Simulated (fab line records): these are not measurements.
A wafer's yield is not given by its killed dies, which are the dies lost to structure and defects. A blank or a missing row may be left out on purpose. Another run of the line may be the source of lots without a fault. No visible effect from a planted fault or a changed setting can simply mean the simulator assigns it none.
Split-lot trial || flow n5 finfet || 7 lots, 21 wafers read, on a route of 1938 steps

## THE SPLIT ITSELF
At N5_GATE_CUT_ETCH_37 (etches SOC in N2/H2, target depth 60 nm, overetch 12 nm, time 90 s), the setting bias w was moved away from the recipe's 150 W on 5 of the 21 wafers read, by +6.3% to +14.2%. For the rest of the wafers, this setting stayed at what the recipe calls for.

The reading is taken at the split's own step.

## THE READING
rf vpp V, in V, at N5_GATE_CUT_ETCH_37 (etches SOC in N2/H2, target depth 60 nm, overetch 12 nm, time 90 s). A value of 524.2 V with a standard deviation of 2.5 V is what fault-free wafers of this fab line usually give.

{"wafer": "L078.1", "tool, chamber at the split": "rie diel-01, 0", "bias w as run, W": 150, "against the recipe": "recipe", "rf vpp V, V": 525.4, "against lot-mates on the recipe": "-"}
{"wafer": "L078.3", "tool, chamber at the split": "rie diel-01, 1", "bias w as run, W": 150, "against the recipe": "recipe", "rf vpp V, V": 524.3, "against lot-mates on the recipe": "-"}
{"wafer": "L078.6", "tool, chamber at the split": "rie diel-01, 0", "bias w as run, W": 168.7, "against the recipe": "+12.5%", "rf vpp V, V": 566.4, "against lot-mates on the recipe": "+41.6"}
{"wafer": "L083.1", "tool, chamber at the split": "rie diel-04, 0", "bias w as run, W": 150, "against the recipe": "recipe", "rf vpp V, V": 527.5, "against lot-mates on the recipe": "-"}
{"wafer": "L083.2", "tool, chamber at the split": "rie diel-04, 3", "bias w as run, W": 150, "against the recipe": "recipe", "rf vpp V, V": 525.7, "against lot-mates on the recipe": "-"}
{"wafer": "L083.6", "tool, chamber at the split": "rie diel-04, 0", "bias w as run, W": 150, "against the recipe": "recipe", "rf vpp V, V": 529.2, "against lot-mates on the recipe": "-"}
{"wafer": "L088.4", "tool, chamber at the split": "rie diel-06, 0", "bias w as run, W": 150, "against the recipe": "recipe", "rf vpp V, V": 524.5, "against lot-mates on the recipe": "-"}
{"wafer": "L088.5", "tool, chamber at the split": "rie diel-06, 3", "bias w as run, W": 150, "against the recipe": "recipe", "rf vpp V, V": 520.6, "against lot-mates on the recipe": "-"}
{"wafer": "L088.6", "tool, chamber at the split": "rie diel-06, 0", "bias w as run, W": 161.2, "against the recipe": "+7.5%", "rf vpp V, V": 549.8, "against lot-mates on the recipe": "+27.2"}
{"wafer": "L089.1", "tool, chamber at the split": "rie diel-04, 2", "bias w as run, W": 150, "against the recipe": "recipe", "rf vpp V, V": 522.3, "against lot-mates on the recipe": "-"}
{"wafer": "L089.3", "tool, chamber at the split": "rie diel-04, 0", "bias w as run, W": 150, "against the recipe": "recipe", "rf vpp V, V": 529.4, "against lot-mates on the recipe": "-"}
{"wafer": "L089.5", "tool, chamber at the split": "rie diel-04, 1", "bias w as run, W": 150, "against the recipe": "recipe", "rf vpp V, V": 526.7, "against lot-mates on the recipe": "-"}
{"wafer": "L093.1", "tool, chamber at the split": "rie diel-06, 0", "bias w as run, W": 150, "against the recipe": "recipe", "rf vpp V, V": 525.8, "against lot-mates on the recipe": "-"}
{"wafer": "L093.3", "tool, chamber at the split": "rie diel-06, 1", "bias w as run, W": 150, "against the recipe": "recipe", "rf vpp V, V": 522.5, "against lot-mates on the recipe": "-"}
{"wafer": "L093.6", "tool, chamber at the split": "rie diel-06, 1", "bias w as run, W": 150, "against the recipe": "recipe", "rf vpp V, V": 523.5, "against lot-mates on the recipe": "-"}
{"wafer": "L094.1", "tool, chamber at the split": "rie diel-06, 0", "bias w as run, W": 171.3, "against the recipe": "+14.2%", "rf vpp V, V": 572.9, "against lot-mates on the recipe": "+46.8"}
{"wafer": "L094.2", "tool, chamber at the split": "rie diel-06, 2", "bias w as run, W": 150, "against the recipe": "recipe", "rf vpp V, V": 526.1, "against lot-mates on the recipe": "-"}
{"wafer": "L094.5", "tool, chamber at the split": "rie diel-06, 0", "bias w as run, W": 171.3, "against the recipe": "+14.2%", "rf vpp V, V": 571.7, "against lot-mates on the recipe": "+45.6"}
{"wafer": "L096.1", "tool, chamber at the split": "rie diel-04, 3", "bias w as run, W": 150, "against the recipe": "recipe", "rf vpp V, V": 525.7, "against lot-mates on the recipe": "-"}
{"wafer": "L096.2", "tool, chamber at the split": "rie diel-04, 1", "bias w as run, W": 150, "against the recipe": "recipe", "rf vpp V, V": 527.2, "against lot-mates on the recipe": "-"}
{"wafer": "L096.5", "tool, chamber at the split": "rie diel-04, 1", "bias w as run, W": 159.5, "against the recipe": "+6.3%", "rf vpp V, V": 547.4, "against lot-mates on the recipe": "+20.9"}

FIT RESULTS
A straight line over all 21 wafers: rf vpp V changes by +3.3 V for each +1% of bias w; r = +0.99; the points scatter about the line by 2.2 V.
The same after taking each lot's own level away (the mean of its wafers on the recipe; 21 wafers): +3.3 V for each +1%; r = +1.00; scatter 1.7 V.
That fit puts the effect of the largest move of bias w on the reading at 47 V.
The lots' own levels span 522.55 to 527.47 V, that is 2.0 times the standard deviation above.
The two slopes are in agreement: the lot-to-lot level therefore moves the slope only a little.
Check: with one of the wafers moved furthest among these (+14.2%) left out of the fit, the line predicts +47.1 V for it against its lot-mates. It came out at +46.8 V against them.
Tool readings at the split's step, against how far the setting was moved: rf vpp V r = +0.99.

## OTHER SPLITS APPLIED TO THESE WAFERS
These wafers also went through other splits before the reading. Each is held against what the fit with the lots' levels taken away leaves over:
{"other split on the same wafers": "N5_SD_EPI_N_DEVELOP_08 develop time s", "wafers away from the commonest value": 6, "r with rf vpp V (lot level and that fit taken away)": "+0.30"}
{"other split on the same wafers": "N5_HKMG_FIN_PEB_47 peb time s", "wafers away from the commonest value": 9, "r with rf vpp V (lot level and that fit taken away)": -0.17}
{"other split on the same wafers": "N5_HKMG_FIN_ETCH_55 bias w", "wafers away from the commonest value": 5, "r with rf vpp V (lot level and that fit taken away)": "+0.06"}
{"other split on the same wafers": "N5_HKMG_FIN_PEB_10 peb time s", "wafers away from the commonest value": 7, "r with rf vpp V (lot level and that fit taken away)": -0.19}
{"other split on the same wafers": "N5_HKMG_FIN_DESCUM_17 time s", "wafers away from the commonest value": 8, "r with rf vpp V (lot level and that fit taken away)": -0.31}

## THE WHOLE CHAIN: every reading that the file lists as answering this split, in the file's order
{"step": "N5_GATE_CUT_ETCH_37", "what it does": "etches SOC in N2/H2, target depth 60 nm, overetch 12 nm, time 90 s", "reading": "rf vpp V", "change (the file's fit)": "+3.33 V for each +1% of the setting", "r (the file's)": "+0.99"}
{"step": "N5_GATE_CUT_ETCH_37", "what it does": "etches SOC in N2/H2, target depth 60 nm, overetch 12 nm, time 90 s", "reading": "SiARC_of_GATE_CUT_COAT_35.thk nm (the simulator's own value, which no gauge read)", "change (the file's fit)": "-0.0492 nm for each +1% of the setting", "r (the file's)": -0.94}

## FILE'S OWN FIT
rf vpp V changes by +3.33 V for each +1% of bias w, r = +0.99.
